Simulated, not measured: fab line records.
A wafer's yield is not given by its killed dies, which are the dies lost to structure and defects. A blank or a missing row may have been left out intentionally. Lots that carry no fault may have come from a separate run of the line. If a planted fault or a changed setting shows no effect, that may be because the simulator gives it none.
Matching of chambers	flow nand harc	4 sister chambers for NHARC_P_STI_CMP_21 on cmp-04
The step polishes, t overpolish 20 s, target thk 380.67 nm. 14 wafers are shown with their chamber, then 7 later ones without.

== WAFERS WITH THEIR CHAMBER ==
wafer	chamber	motor current A (A)	overpolish run s (s)
L947.1	2	12.4	19.993
L947.2	0	12.7	19.983
L947.3	1	10.3	20.015
L952.2	0	12.6	19.990
L952.4	2	13.0	19.987
L952.6	0	12.3	19.995
L953.1	2	13.3	19.999
L953.2	1	10.4	19.997
L953.3	0	12.0	20.004
L954.2	2	12.4	19.995
L954.5	2	13.5	20.002
L954.6	3	11.4	19.988
L955.4	2	13.3	20.002
L955.5	3	11.8	20.001

SIGNATURES (means of the wafers above)
reading	chamber 0	chamber 1	chamber 2	chamber 3	scatter within a chamber
motor current A	12.400	10.350	12.983	11.600	0.392
overpolish run s	19.99300	20.00600	19.99633	19.99450	0.00807
Rule: a wafer's distance from a chamber is the root of the sum, over the readings, of the square of ((its reading less the chamber's mean) divided by the reading's scatter). If the next closest chamber is less than 2 further off than the closest, the wafer can't be placed; otherwise it belongs to the closest. The scatter: the root of (the sum of the squares of (reading less its chamber's mean) over the shown wafers, divided by (wafers less chambers)).

== WAFERS WITH NO CHAMBER GIVEN ==
wafer	motor current A (A)	overpolish run s (s)
L955.6	13.0	20.006
L956.1	12.3	20.006
L956.2	12.8	19.994
L956.5	9.9	19.987
L957.4	12.2	19.995
L957.5	12.7	19.996
L957.6	9.7	20.019

== CHAMBER TAKEN BY EACH ==
wafer	from the rows above	in truth
L955.6	can't be placed: 2 or 0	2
L956.1	can't be placed: 0 or 2 or 3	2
L956.2	can't be placed: 2 or 0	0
L956.5	can't be placed: 1 or 3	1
L957.4	can't be placed: 0 or 3 or 2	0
L957.5	can't be placed: 2 or 0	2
L957.6	1	1
Placed correctly: 1 of 7. Can't be placed from these rows: 6 (the true chamber is among the candidates in 6). Wrongly placed: 0.
